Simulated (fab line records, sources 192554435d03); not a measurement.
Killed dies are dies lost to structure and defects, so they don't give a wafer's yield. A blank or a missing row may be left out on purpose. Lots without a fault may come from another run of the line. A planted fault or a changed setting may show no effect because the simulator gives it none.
Split-lot experiment | flow n5_finfet | 7 lots, 21 wafers read, on a route of 1938 steps

THE SPLIT
At N5_MIM_TOP_ETCH_PECVD_03 (deposits SiNx from SiH4/NH3/N2, target thk 20 nm, time 17.6 s), the setting time_s was moved away from the recipe's 17.6 s on 4 of the 21 wafers read, by -7.7% to +10.2%. The other wafers ran this setting at the recipe's value.

FROM THE SPLIT TO THE READING: what the file shows between them, 4 steps
- N5_MIM_BOT_LITHO_DEVELOP_07: develop time 60 s (also split here: develop_time_s)
- N5_MIM_BOT_LITHO_HARDBAKE_09: time 120 s
- N5_MIM_BOT_ETCH_ETCH_00: etches TiN in Cl2/BCl3, target depth 45.5 nm
- N5_MIM_BOT_ETCH_STRIP_01: strips in O2

THE READING
SiNx_of_MIM_TOP_ETCH_PECVD_03.thk_nm (the simulator's own value, which no gauge read), in nm, at N5_MIM_BOT_ETCH_STRIP_02 (strips in post etch residue remover, time 1200 s). The file gives no usual value for it. The 17 wafers here that ran the recipe average 19.6 nm, standard deviation 0.27 nm.

wafer  | tool, chamber at the split | time_s as run, s | against the recipe | SiNx_of_MIM_TOP_ETCH_PECVD_03.thk_nm, nm | against lot-mates on the recipe
L077.2 | pecvd-01, 0,2              | 17.6             | recipe             | 19.6                                     | -
L077.6 | pecvd-01, 0                | 17.6             | recipe             | 19.6                                     | -
L077.4 | pecvd-01, 0,2              | 17.6             | recipe             | 19.4                                     | -
L081.2 | pecvd-01, 1                | 17.6             | recipe             | 19.6                                     | -
L081.5 | pecvd-01, 1                | 17.6             | recipe             | 19.6                                     | -
L081.6 | pecvd-01, 0                | 17.6             | recipe             | 20                                       | -
L082.4 | pecvd-03, 1                | 17.6             | recipe             | 19.8                                     | -
L082.5 | pecvd-03, 1,2              | 17.6             | recipe             | 19.4                                     | -
L082.6 | pecvd-03, 1,2              | 17.6             | recipe             | 19.4                                     | -
L087.1 | pecvd-04, 0                | 18.86            | +7.2%              | 21.2                                     | +1.2
L087.4 | pecvd-04, 1                | 17.6             | recipe             | 20                                       | -
L087.6 | pecvd-04, 2                | 18.86            | +7.2%              | 21                                       | +1.0
L086.1 | pecvd-04, 0                | 16.24            | -7.7%              | 18.6                                     | -1.1
L086.3 | pecvd-04, 2                | 17.6             | recipe             | 19.2                                     | -
L086.6 | pecvd-04, 0                | 17.6             | recipe             | 20.2                                     | -
L090.2 | pecvd-03, 1                | 19.39            | +10.2%             | 21.2                                     | +1.7
L090.3 | pecvd-03, 0                | 17.6             | recipe             | 19.4                                     | -
L090.6 | pecvd-03, 0                | 17.6             | recipe             | 19.6                                     | -
L095.1 | pecvd-03, 2                | 17.6             | recipe             | 19.2                                     | -
L095.3 | pecvd-03, 1,0              | 17.6             | recipe             | 19.6                                     | -
L095.4 | pecvd-03, 1,0              | 17.6             | recipe             | 19.6                                     | -
Where a row lists several chambers, the file gives one row for several wafers and doesn't say which wafer went through which chamber.

THE FIT
A straight line over all 21 wafers: SiNx_of_MIM_TOP_ETCH_PECVD_03.thk_nm changes by +0.169 nm for each +1% of time_s; r = +0.91; the points scatter about the line by 0.28 nm.
The same after taking each lot's own level away (the mean of its wafers on the recipe; 21 wafers): +0.156 nm for each +1%; r = +0.93; scatter 0.22 nm.
On that fit, the largest move of time_s shifts the reading by 1.6 nm.
The lots' own levels span 19.47 to 20.00 nm, that is 2.0 times the standard deviation above.
So the lot-to-lot level changes the slope little: the two slopes agree.
Check: with one of the wafers moved furthest among these (+10.2%) left out of the fit, the line predicts +1.52 nm for it against its lot-mates. It came out at +1.7 nm against them.

OTHER SPLITS ON THESE WAFERS
These wafers also went through other splits before the reading. Each is held against what the fit with the lots' levels taken away leaves over:
other split on the same wafers             | wafers away from the commonest value | r with SiNx_of_MIM_TOP_ETCH_PECVD_03.thk_nm (lot level and that fit taken away)
N5_BEOL_M14_TRENCH_ETCH_34 time_s          | 6                                    | -0.24
N5_MIM_BOT_LITHO_DEVELOP_07 develop_time_s | 10                                   | -0.33

THE WHOLE CHAIN: every reading that the file lists as answering this split, in the file's order
step                     | what it does                                                  | reading                                                                               | change (the file's fit)               | r (the file's)
N5_MIM_TOP_ETCH_PECVD_03 | deposits SiNx from SiH4/NH3/N2, target thk 20 nm, time 17.6 s | SiNx_of_MIM_TOP_ETCH_PECVD_03.thk_nm (the simulator's own value, which no gauge read) | +0.168 nm for each +1% of the setting | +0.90
N5_MIM_BOT_ETCH_STRIP_02 | strips in post etch residue remover, time 1200 s              | SiNx_of_MIM_TOP_ETCH_PECVD_03.thk_nm (the simulator's own value, which no gauge read) | +0.157 nm for each +1% of the setting | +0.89

THE FILE'S OWN FIT
SiNx_of_MIM_TOP_ETCH_PECVD_03.thk_nm changes by +0.157 nm for each +1% of time_s, r = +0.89.
